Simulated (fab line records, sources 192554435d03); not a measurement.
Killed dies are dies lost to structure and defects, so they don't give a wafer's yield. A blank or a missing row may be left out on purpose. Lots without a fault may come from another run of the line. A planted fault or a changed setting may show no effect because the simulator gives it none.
Chamber matching | flow n5_finfet | N5_BEOL_M4_DESCUM_16 on rie_diel-02: 4 sister chambers
The step chemistry O2, time 7 s. 8 wafers are shown with their chamber, then 10 later ones without.

WAFERS WITH THEIR CHAMBER
wafer  | chamber | showerhead_plenum_p_Torr (Torr) | drypump_motor_current_A (A)
L082.1 | 1       | 2.06                            | 5.4
L086.2 | 2       | 2.21                            | 5.2
L086.4 | 0       | 2.12                            | 6.3
L089.1 | 3       | 2.07                            | 5.7
L089.3 | 0       | 2.12                            | 6.3
L089.5 | 2       | 2.21                            | 5.2
L090.1 | 3       | 2.06                            | 5.7
L090.2 | 1       | 2.06                            | 5.5

WAFERS WITHOUT THEIR CHAMBER
wafer  | showerhead_plenum_p_Torr (Torr) | drypump_motor_current_A (A)
L090.4 | 2.12                            | 6.3
L092.3 | 2.06                            | 5.5
L092.4 | 2.12                            | 6.3
L092.5 | 2.20                            | 5.2
L096.3 | 2.06                            | 5.5
L096.5 | 2.12                            | 6.3
L096.6 | 2.06                            | 5.7
L097.1 | 2.06                            | 5.7
L097.3 | 2.12                            | 6.3
L097.5 | 2.06                            | 5.7

WHICH CHAMBER EACH WENT THROUGH
wafer  | from the rows above | in truth
L090.4 | 0                   | 0
L092.3 | 1                   | 1
L092.4 | 0                   | 0
L092.5 | 2                   | 2
L096.3 | 1                   | 1
L096.5 | 0                   | 0
L096.6 | 3                   | 3
L097.1 | 3                   | 3
L097.3 | 0                   | 0
L097.5 | 3                   | 3
Placed correctly: 10 of 10. Can't be placed from these rows: 0. Placed wrongly: 0.
How it was worked out, from the rows above alone: a wafer's distance from a chamber is the root of the sum, over the readings, of the square of ((its reading less the chamber's mean) divided by the reading's scatter). The wafer belongs to the nearest chamber; if the next one is less than 2 further off, it can't be placed. A chamber's mean is the mean of its shown wafers. The scatter: the root of (the sum of the squares of (reading less its chamber's mean) over the shown wafers, divided by (wafers less chambers)).
